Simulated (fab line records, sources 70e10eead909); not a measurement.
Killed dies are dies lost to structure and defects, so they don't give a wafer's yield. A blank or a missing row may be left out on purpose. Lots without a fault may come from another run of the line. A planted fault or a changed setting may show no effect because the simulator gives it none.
Which tool did it? | flow nand_harc | 24 lots, 72 wafers sampled, at 6 steps of a route of 1302

WHAT THE GAUGES READ, wafer by wafer
NHARC_A_ZERO_WELL_CD_MEAS_10: target cd 2000 nm. Usual: cd_nm 2000.4 nm, standard deviation 2.4.
lot  | measured     | on        | cd_nm (nm)           | flag
L074 | day 7 00:10  | cd_sem-02 | 2001.6 2002.0 1999.5 |
L075 | day 7 06:53  | cd_sem-01 | 1998.4 1999.4 2004.1 |
L076 | day 7 21:13  | cd_sem-03 | 1996.7 2002.3 2001.0 |
L077 | day 7 22:39  | cd_sem-03 | 2005.4 2001.9 1999.3 |
L079 | day 8 19:01  | cd_sem-02 | 2001.0 1999.9 1998.9 |
L078 | day 8 19:59  | cd_sem-02 | 1999.4 1997.2 2000.0 |
L080 | day 9 06:32  | cd_sem-02 | 2000.7 2001.6 1998.9 |
L081 | day 9 18:49  | cd_sem-02 | 1998.0 1997.5 1995.2 |
L082 | day 10 01:04 | cd_sem-03 | 2001.2 2003.3 1997.1 |
L083 | day 10 11:31 | cd_sem-02 | 1997.2 1996.5 1998.8 |
L084 | day 10 23:02 | cd_sem-01 | 2001.2 2004.4 2003.5 |
L085 | day 11 13:32 | cd_sem-02 | 2006.4 2002.2 2002.0 |
L086 | day 11 17:23 | cd_sem-02 | 2003.2 1995.8 1996.6 |
L087 | day 12 02:50 | cd_sem-02 | 2002.6 2000.6 2001.8 |
L088 | day 12 19:28 | cd_sem-02 | 1999.8 2002.5 2000.9 |
L089 | day 12 20:13 | cd_sem-02 | 1998.3 2002.4 2002.0 |
L090 | day 13 18:39 | cd_sem-02 | 1999.8 1999.2 1996.7 |
L091 | day 13 19:14 | cd_sem-02 | 2000.1 1999.2 1999.7 |
L092 | day 14 02:28 | cd_sem-03 | 1999.0 1999.1 2001.1 |
L093 | day 14 17:20 | cd_sem-03 | 1997.2 2001.6 1998.2 |
L094 | day 14 21:59 | cd_sem-02 | 2004.0 1996.3 2001.3 |
L095 | day 15 21:25 | cd_sem-02 | 2000.9 2004.7 2000.7 |
L096 | day 16 01:51 | cd_sem-01 | 1998.9 2003.3 2004.0 |
L097 | day 16 11:52 | cd_sem-01 | 2002.9 2003.4 2002.5 |

NHARC_A_ONON_D1_THK_MEAS_24: measures by ellipsometry. Usual: thk_nm 994 nm, standard deviation 11.
lot  | measured     | on            | thk_nm (nm)    | flag
L074 | day 8 10:16  | film_metro-02 | 998 999 998    |
L075 | day 8 18:07  | film_metro-02 | 989 989 988    |
L076 | day 9 07:03  | film_metro-02 | 991 992 990    |
L077 | day 9 07:04  | film_metro-01 | 1006 1007 1006 |
L079 | day 10 08:58 | film_metro-02 | 1008 1007 1009 |
L078 | day 10 08:57 | film_metro-02 | 974 976 975    |
L080 | day 10 19:11 | film_metro-02 | 994 993 996    |
L081 | day 11 04:46 | film_metro-01 | 1022 1022 1022 |
L082 | day 11 13:21 | film_metro-02 | 992 993 991    |
L083 | day 11 23:38 | film_metro-01 | 999 1000 1001  |
L084 | day 12 08:44 | film_metro-02 | 986 986 987    |
L085 | day 13 02:28 | film_metro-02 | 989 991 989    |
L086 | day 13 02:28 | film_metro-01 | 1003 1002 1002 |
L087 | day 13 11:56 | film_metro-01 | 987 987 984    |
L088 | day 14 05:25 | film_metro-02 | 995 992 995    |
L089 | day 14 05:26 | film_metro-01 | 986 986 985    |
L090 | day 15 08:02 | film_metro-02 | 993 993 992    |
L091 | day 15 08:02 | film_metro-01 | 976 977 977    |
L092 | day 15 11:47 | film_metro-02 | 995 996 996    |
L093 | day 16 04:53 | film_metro-01 | 1008 1010 1008 |
L094 | day 16 12:46 | film_metro-01 | 999 999 999    |
L095 | day 17 06:06 | film_metro-02 | 1001 1001 1000 |
L096 | day 17 13:46 | film_metro-01 | 995 995 993    |
L097 | day 18 02:29 | film_metro-02 | 979 979 980    |

WHICH TOOL RAN EACH LOT (tool, then ch and the chambers of the sampled wafers, then the start)
lot  | NHARC_P_BONDPAD_DESCUM_11          | NHARC_P_BONDPAD_PVD_27                  | NHARC_P_BONDPAD_ANNEAL_28        | NHARC_P_BONDPAD_CMP_19
L074 | rie_diel-03 ch 0,1,2, day 6 20:25  | pvd_sputter-02, day 6 22:06 or earlier  | rtp_anneal-01 ch 0, day 6 22:06  | cmp-04 ch 2,3, day 6 22:29
L075 | rie_diel-12 ch 0,1,3, day 7 03:01  | pvd_sputter-03, day 7 04:44 or earlier  | rtp_anneal-02 ch 0, day 7 04:44  | cmp-01 ch 0,1,3, day 7 05:08
L076 | rie_diel-08 ch 1,2, day 7 17:16    | pvd_sputter-01, day 7 19:02 or earlier  | rtp_anneal-01 ch 0, day 7 19:02  | cmp-02 ch 0,1,3, day 7 19:25
L077 | rie_diel-03 ch 0,1,3, day 7 18:43  | pvd_sputter-03, day 7 20:26 or earlier  | rtp_anneal-01 ch 0, day 7 20:26  | cmp-01 ch 0,2,3, day 7 20:47
L079 | rie_diel-12 ch 1,2,3, day 8 15:10  | pvd_sputter-02, day 8 16:55 or earlier  | rtp_anneal-02 ch 0, day 8 16:55  | cmp-04 ch 0,2,3, day 8 17:15
L078 | rie_diel-12 ch 0,2,3, day 8 16:08  | pvd_sputter-02, day 8 17:52 or earlier  | rtp_anneal-01 ch 0, day 8 17:52  | cmp-02 ch 0,3, day 8 18:10
L080 | rie_diel-03 ch 1,2,3, day 9 02:23  | pvd_sputter-02, day 9 04:22 or earlier  | rtp_anneal-02 ch 0, day 9 04:22  | cmp-02 ch 0,1,2, day 9 04:46
L081 | rie_diel-12 ch 1,2,3, day 9 14:57  | pvd_sputter-01, day 9 16:41 or earlier  | rtp_anneal-01 ch 0, day 9 16:41  | cmp-02 ch 1,2,3, day 9 17:01
L082 | rie_diel-12 ch 2,3, day 9 21:19    | pvd_sputter-03, day 9 23:04 or earlier  | rtp_anneal-02 ch 0, day 9 23:04  | cmp-01 ch 1,3, day 9 23:21
L083 | rie_diel-12 ch 1,2,3, day 10 07:38 | pvd_sputter-01, day 10 09:20 or earlier | rtp_anneal-01 ch 0, day 10 09:20 | cmp-01 ch 0,2,3, day 10 09:41
L084 | rie_diel-12 ch 0,1,3, day 10 18:53 | pvd_sputter-02, day 10 21:05 or earlier | rtp_anneal-02 ch 0, day 10 21:05 | cmp-02 ch 0,1,3, day 10 21:25
L085 | rie_diel-03 ch 1,2, day 11 09:40   | pvd_sputter-01, day 11 11:21 or earlier | rtp_anneal-01 ch 0, day 11 11:21 | cmp-04 ch 0,3, day 11 11:43
L086 | rie_diel-03 ch 0,2,3, day 11 13:32 | pvd_sputter-01, day 11 15:11 or earlier | rtp_anneal-01 ch 0, day 11 15:11 | cmp-02 ch 0,1, day 11 15:34
L087 | rie_diel-08 ch 1,3, day 11 22:59   | pvd_sputter-02, day 12 00:39 or earlier | rtp_anneal-02 ch 0, day 12 00:39 | cmp-04 ch 0,1,2, day 12 01:04
L088 | rie_diel-12 ch 2,3, day 12 15:37   | pvd_sputter-03, day 12 17:26 or earlier | rtp_anneal-01 ch 0, day 12 17:26 | cmp-01 ch 0,2,3, day 12 17:43
L089 | rie_diel-12 ch 0,1, day 12 16:30   | pvd_sputter-03, day 12 18:17 or earlier | rtp_anneal-01 ch 0, day 12 18:17 | cmp-02 ch 1,2, day 12 18:33
L090 | rie_diel-03 ch 1,2,3, day 13 14:41 | pvd_sputter-02, day 13 16:27 or earlier | rtp_anneal-01 ch 0, day 13 16:27 | cmp-04 ch 1,2,3, day 13 16:46
L091 | rie_diel-08 ch 0,1, day 13 15:26   | pvd_sputter-01, day 13 17:16 or earlier | rtp_anneal-01 ch 0, day 13 17:16 | cmp-02 ch 0,1,2, day 13 17:34
L092 | rie_diel-08 ch 2,3, day 13 22:43   | pvd_sputter-02, day 14 00:29 or earlier | rtp_anneal-01 ch 0, day 14 00:29 | cmp-04 ch 1,2, day 14 00:45
L093 | rie_diel-12 ch 1,2,3, day 14 13:28 | pvd_sputter-01, day 14 15:08 or earlier | rtp_anneal-02 ch 0, day 14 15:08 | cmp-01 ch 1,2, day 14 15:28
L094 | rie_diel-03 ch 0,1,3, day 14 18:08 | pvd_sputter-03, day 14 19:52 or earlier | rtp_anneal-01 ch 0, day 14 19:52 | cmp-01 ch 1,2,3, day 14 20:10
L095 | rie_diel-12 ch 0,2,3, day 15 17:40 | pvd_sputter-02, day 15 19:24 or earlier | rtp_anneal-01 ch 0, day 15 19:24 | cmp-01 ch 0,2,3, day 15 19:46
L096 | rie_diel-03 ch 1,2,3, day 15 21:58 | pvd_sputter-02, day 15 23:38 or earlier | rtp_anneal-01 ch 0, day 15 23:38 | cmp-04 ch 1,2,3, day 15 23:59
L097 | rie_diel-03 ch 1,2, day 16 08:00   | pvd_sputter-01, day 16 09:44 or earlier | rtp_anneal-02 ch 0, day 16 09:44 | cmp-04 ch 0,1,3, day 16 10:01
- NHARC_P_BONDPAD_DESCUM_11: chemistry O2, time 3 s.
- NHARC_P_BONDPAD_PVD_27: deposits Cu, target thk 30 nm, time 20.49 s.
- NHARC_P_BONDPAD_ANNEAL_28: time 90 s.
- NHARC_P_BONDPAD_CMP_19: polishes, t overpolish 30 s, cu recess touch 16 s, target thk 160.81 nm.

WHAT THE TOOLS THEMSELVES READ (means of the sampled wafers that have a number; where no wafer has one, the mark that the record gives instead)
NHARC_P_BONDPAD_DESCUM_11. Usual: drypump_motor_current_A 5.6 A, standard deviation 0.43; oes_product_au 1.006 a.u., standard deviation 0.013; rf_vpp_V 58.1 V, standard deviation 0.89; showerhead_plenum_p_Torr 1.94 Torr, standard deviation 0.064; throttle_valve_pct 11.310 %, standard deviation 0.009.
lot  | tool        | drypump_motor_current_A (A) | oes_product_au (a.u.) | rf_vpp_V (V) | showerhead_plenum_p_Torr (Torr) | throttle_valve_pct (%) | flag
L074 | rie_diel-03 | 5.9                         | 1.006                 | 57.1         | 1.90                            | 11.305                 |
L075 | rie_diel-12 | 5.5                         | 1.009                 | 58.7         | 1.93                            | 11.309                 |
L076 | rie_diel-08 | 5.9                         | 0.995                 | 57.7         | 1.93                            | 11.303                 |
L077 | rie_diel-03 | 5.6                         | 1.000                 | 57.0         | 1.94                            | 11.311                 |
L079 | rie_diel-12 | 5.8                         | 0.997                 | 58.0         | 1.97                            | 11.322                 |
L078 | rie_diel-12 | 5.5                         | 1.001                 | 57.4         | 1.90                            | 11.304                 |
L080 | rie_diel-03 | 5.5                         | 1.015                 | 58.1         | 1.94                            | 11.296                 |
L081 | rie_diel-12 | 5.7                         | 1.002                 | 58.9         | 1.97                            | 11.307                 |
L082 | rie_diel-12 | 5.8                         | 0.999                 | 57.1         | 1.94                            | 11.305                 |
L083 | rie_diel-12 | 5.7                         | 1.000                 | 57.9         | 1.97                            | 11.309                 |
L084 | rie_diel-12 | 5.4                         | 1.011                 | 57.6         | 1.93                            | 11.308                 |
L085 | rie_diel-03 | 5.5                         | 0.995                 | 58.1         | 1.92                            | 11.303                 |
L086 | rie_diel-03 | 5.8                         | 1.000                 | 57.6         | 1.92                            | 11.311                 |
L087 | rie_diel-08 | 6.0                         | 1.012                 | 58.7         | 1.97                            | 11.302                 |
L088 | rie_diel-12 | 5.8                         | 1.003                 | 58.3         | 1.94                            | 11.302                 |
L089 | rie_diel-12 | 5.2                         | 0.999                 | 58.2         | 1.89                            | 11.307                 |
L090 | rie_diel-03 | 5.5                         | 1.016                 | 57.4         | 1.94                            | 11.314                 |
L091 | rie_diel-08 | 5.5                         | 0.997                 | 57.5         | 1.96                            | 11.313                 |
L092 | rie_diel-08 | 5.3                         | 1.025                 | 59.2         | 2.01                            | 11.311                 |
L093 | rie_diel-12 | 5.8                         | 1.008                 | 58.1         | 1.97                            | 11.308                 |
L094 | rie_diel-03 | 5.6                         | 1.014                 | 57.0         | 1.94                            | 11.304                 |
L095 | rie_diel-12 | 5.5                         | 0.991                 | 58.4         | 1.90                            | 11.310                 |
L096 | rie_diel-03 | 5.5                         | 1.000                 | 57.4         | 1.94                            | 11.307                 |
L097 | rie_diel-03 | 5.8                         | 1.006                 | 58.5         | 1.90                            | 11.315                 |

NHARC_P_BONDPAD_PVD_27. Usual: throttle_valve_pct 30.3 %, standard deviation 0.71.
lot  | tool           | throttle_valve_pct (%) | flag
L074 | pvd_sputter-02 | 30.0                   |
L075 | pvd_sputter-03 | 31.5                   |
L076 | pvd_sputter-01 | 30.9                   |
L077 | pvd_sputter-03 | 31.3                   |
L079 | pvd_sputter-02 | 29.9                   |
L078 | pvd_sputter-02 | 30.2                   |
L080 | pvd_sputter-02 | 29.9                   |
L081 | pvd_sputter-01 | 30.5                   |
L082 | pvd_sputter-03 | 31.3                   |
L083 | pvd_sputter-01 | 30.3                   |
L084 | pvd_sputter-02 | 30.0                   |
L085 | pvd_sputter-01 | 30.3                   |
L086 | pvd_sputter-01 | 30.5                   |
L087 | pvd_sputter-02 | 29.9                   |
L088 | pvd_sputter-03 | 30.5                   |
L089 | pvd_sputter-03 | 30.6                   |
L090 | pvd_sputter-02 | 29.6                   |
L091 | pvd_sputter-01 | 30.6                   |
L092 | pvd_sputter-02 | 29.9                   |
L093 | pvd_sputter-01 | 30.1                   |
L094 | pvd_sputter-03 | 30.7                   |
L095 | pvd_sputter-02 | 29.9                   |
L096 | pvd_sputter-02 | 29.5                   |
L097 | pvd_sputter-01 | 30.6                   |

NHARC_P_BONDPAD_ANNEAL_28. Usual: wafer_temp_C_max 225.63, standard deviation 0.26.
lot  | tool          | wafer_temp_C_max | flag
L074 | rtp_anneal-01 | 225.28           |
L075 | rtp_anneal-02 | 225.83           |
L076 | rtp_anneal-01 | 225.56           |
L077 | rtp_anneal-01 | 225.74           |
L079 | rtp_anneal-02 | 225.87           |
L078 | rtp_anneal-01 | 225.59           |
L080 | rtp_anneal-02 | 225.68           |
L081 | rtp_anneal-01 | 225.20           |
L082 | rtp_anneal-02 | 225.86           |
L083 | rtp_anneal-01 | 225.40           |
L084 | rtp_anneal-02 | 225.55           |
L085 | rtp_anneal-01 | 225.60           |
L086 | rtp_anneal-01 | 225.44           |
L087 | rtp_anneal-02 | 225.83           |
L088 | rtp_anneal-01 | 225.56           |
L089 | rtp_anneal-01 | 225.44           |
L090 | rtp_anneal-01 | 225.48           |
L091 | rtp_anneal-01 | 225.65           |
L092 | rtp_anneal-01 | 225.79           |
L093 | rtp_anneal-02 | 225.80           |
L094 | rtp_anneal-01 | 225.33           |
L095 | rtp_anneal-01 | 225.74           |
L096 | rtp_anneal-01 | 225.47           |
L097 | rtp_anneal-02 | 225.81           |

NHARC_P_BONDPAD_CMP_19. Usual: motor_current_A 12.0 A, standard deviation 1.1; overpolish_run_s 29.999 s, standard deviation 0.0076.
lot  | tool   | motor_current_A (A) | overpolish_run_s (s) | flag
L074 | cmp-04 | 11.0                | 29.995               |
L075 | cmp-01 | 11.4                | 29.997               |
L076 | cmp-02 | 12.6                | 29.993               |
L077 | cmp-01 | 11.4                | 29.991               |
L079 | cmp-04 | 11.7                | 30.002               |
L078 | cmp-02 | 12.7                | 29.996               |
L080 | cmp-02 | 12.7                | 30.004               |
L081 | cmp-02 | 11.5                | 29.998               |
L082 | cmp-01 | 11.4                | 30.002               |
L083 | cmp-01 | 11.3                | 29.999               |
L084 | cmp-02 | 12.1                | 29.999               |
L085 | cmp-04 | 12.3                | 29.996               |
L086 | cmp-02 | 13.1                | 29.997               |
L087 | cmp-04 | 12.5                | 29.995               |
L088 | cmp-01 | 11.6                | 30.000               |
L089 | cmp-02 | 12.3                | 29.999               |
L090 | cmp-04 | 11.7                | 29.995               |
L091 | cmp-02 | 12.9                | 30.007               |
L092 | cmp-04 | 12.1                | 30.001               |
L093 | cmp-01 | 11.7                | 29.996               |
L094 | cmp-01 | 11.3                | 29.999               |
L095 | cmp-01 | 11.6                | 30.005               |
L096 | cmp-04 | 12.0                | 29.996               |
L097 | cmp-04 | 12.6                | 29.998               |

THE ANSWER, worked out from the rows above alone
Rule: a lot is off if the mean of its wafers that have a number lies more than 3 standard deviations from the usual mean. A lot without any number at a reading at which 4 lots or more have one is off too. The other lots that the step has rows for count as sound. The gauges are gone through in route order, then the tools' own readings, and for those a lot's mean is taken as printed above. The first step at which some lot is off is used, and at that step the reading that is off furthest; a lot without a number counts as furthest.
No lot is off at any reading shown: from this, nothing can be told.

WHAT THE SIMULATOR HAD PUT IN
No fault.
